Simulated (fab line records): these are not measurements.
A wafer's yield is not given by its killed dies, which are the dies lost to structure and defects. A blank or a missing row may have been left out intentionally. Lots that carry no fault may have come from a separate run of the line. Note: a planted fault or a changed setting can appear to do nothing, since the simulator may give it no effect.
Struck lot and sound lot, side by side -- flow nand harc -- 18 out of 1159 route steps
Sound: the wafers L155.1, L155.2, L155.5. Struck: wafers L168.1, L168.4, L168.5. The cause is named last.
For every step that has rows: the tool of each side, followed by ch and its chambers, followed by its first start. Under that, the readings that differ: sound wafers -- struck wafers -- difference of the means -- sigmas: that difference in standard deviations of wafers without a fault.
alike: readings whose means differ by less than 2 such deviations, and words and numbers that are the same on both sides. not compared: withheld readings, readings that some wafer has no value for, bounds like >300 that may hide the same value, and numbers for which the record gives no deviation and whose values overlap.
Wherever a step has rows on one side only, a row that says differs or no value, or a row with sigmas, the two part there. Non-overlapping numbers with no deviation appear without sigmas and do not part them. A reading missing from all wafers of one side parts the sides only when that side holds two or more wafers.

NHARC_P_ZERO_WELL_CD_MEAS_24: the cd target is 720 nm.
  sound on cd sem-03 ch 0, day 1 20:37; struck on cd sem-01 ch 0, day 5 02:37
  alike: cd nm
then, 1 step without rows for these wafers: NHARC_P_ZERO_WELL_HARDBAKE_25 (time 80 s).
NHARC_P_ZERO_WELL_DESCUM_26: chemistry O2, time 3 s.
  sound on rie diel-06 ch 0,1, day 1 20:47; struck on rie diel-05 ch 0,2,3, day 5 02:47
  alike: drypump motor current A, o2 flow sccm, oes product au, rf vpp V, showerhead plenum p Torr, throttle valve pct
  not compared: rf hours counter h
then, 9 steps without rows for these wafers: NHARC_P_ZERO_WELL_IMPLANT_27; NHARC_P_ZERO_WELL_IMPLANT_57; NHARC_P_ZERO_WELL_IMPLANT_58; NHARC_P_ZERO_WELL_STRIP_28 (strips in SPM, time 840 s); NHARC_P_ZERO_WELL_DEHYDRATE_29 (time 120 s); NHARC_P_ZERO_WELL_HMDS_30 (time 30 s); NHARC_P_ZERO_WELL_COAT_31; NHARC_P_ZERO_WELL_SOFTBAKE_32 (time 95 s); NHARC_P_ZERO_WELL_EBR_33.
NHARC_P_ZERO_WELL_EXPOSE_34: exposes mask P PWELL, target cd 720 nm.
  sound on krf scanner-04 ch 0, day 1 22:07; struck on krf scanner-02 ch 0, day 5 03:58
reading,sound,struck,difference,sigmas
exposure dose mJ cm2,22.324 22.328 22.295,18.307 18.292 18.293,-4.018,-99 or more
  alike: mask
then, 2 steps without rows for these wafers: NHARC_P_ZERO_WELL_PEB_35 (peb time 85 s); NHARC_P_ZERO_WELL_DEVELOP_36 (time 70 s).
NHARC_P_ZERO_WELL_CD_MEAS_37: the cd target is 720 nm.
  sound on cd sem-03 ch 0, day 1 22:16; struck on cd sem-01 ch 0, day 5 04:07
reading,sound,struck,difference,sigmas
cd nm (nm),716.9 717.1 716.8,686.3 685.4 684.8,-31.4,-17
then, 1 step without rows for these wafers: NHARC_P_ZERO_WELL_HARDBAKE_38 (time 80 s).
-- jump in the record: it breaks off in module P_ZERO_WELL and resumes in module END (first step shown: number 1159 of the route), and 18 days separate the struck wafers' starts before and after --
NHARC_END_SORT_01:
  at this point the record logs the struck wafers (prober-01 ch 0, day 22 20:00) and has no rows for the sound ones

## WHERE THEY PART
Last at NHARC_END_SORT_01 as far as this record goes, first at NHARC_P_ZERO_WELL_EXPOSE_34.

WHY: what had been put in by the simulator
Drift in process parameters on krf scanner-02 at NHARC_P_ZERO_WELL_EXPOSE_34, starting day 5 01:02. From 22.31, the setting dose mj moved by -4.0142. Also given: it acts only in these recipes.
